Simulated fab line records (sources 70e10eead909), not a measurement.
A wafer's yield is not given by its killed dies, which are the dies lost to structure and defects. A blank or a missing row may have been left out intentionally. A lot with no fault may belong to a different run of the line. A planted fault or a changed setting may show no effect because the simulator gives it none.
Chamber matching -- flow nand_harc -- NHARC_A_STAIRCASE_DESCUM_443 on rie_diel-09: 4 sister chambers
The step chemistry O2, time 3 s. 4 wafers are shown with their chamber, then 11 later ones without.

== EACH WAFER AND ITS CHAMBER ==
wafer,chamber,drypump_motor_current_A (A)
L086.5,0,5.7
L087.5,2,5.3
L087.6,3,5.3
L089.1,1,6.8

== WAFERS WHOSE CHAMBER IS MISSING ==
wafer,drypump_motor_current_A (A)
L089.5,6.8
L089.6,5.7
L088.3,5.8
L088.4,6.8
L088.6,6.8
L092.1,6.8
L092.3,5.7
L092.4,5.3
L095.2,5.4
L095.4,5.7
L095.6,6.7

== CHAMBER TAKEN BY EACH ==
wafer,from the rows above,in truth
L089.5,1,1
L089.6,0,0
L088.3,0,0
L088.4,1,1
L088.6,1,1
L092.1,1,1
L092.3,0,0
L092.4,can't be placed: 2 or 3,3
L095.2,can't be placed: 2 or 3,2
L095.4,0,0
L095.6,1,1
Correctly placed: 9 of 11. Not placeable from these rows: 2 (in 2, the candidates include the true chamber). 0 placed wrongly.
How it was worked out, from the rows above alone: a wafer's distance from a chamber is the root of the sum, over the readings, of the square of ((its reading less the chamber's mean) divided by the reading's scatter). The wafer belongs to the nearest chamber; if the next one is less than 2 further off, it can't be placed. Each chamber's mean is taken over the wafers shown for it. The scatter (one wafer shown for each chamber): square how far every hidden wafer sits from the nearest shown wafer, average those squares and take the square root.
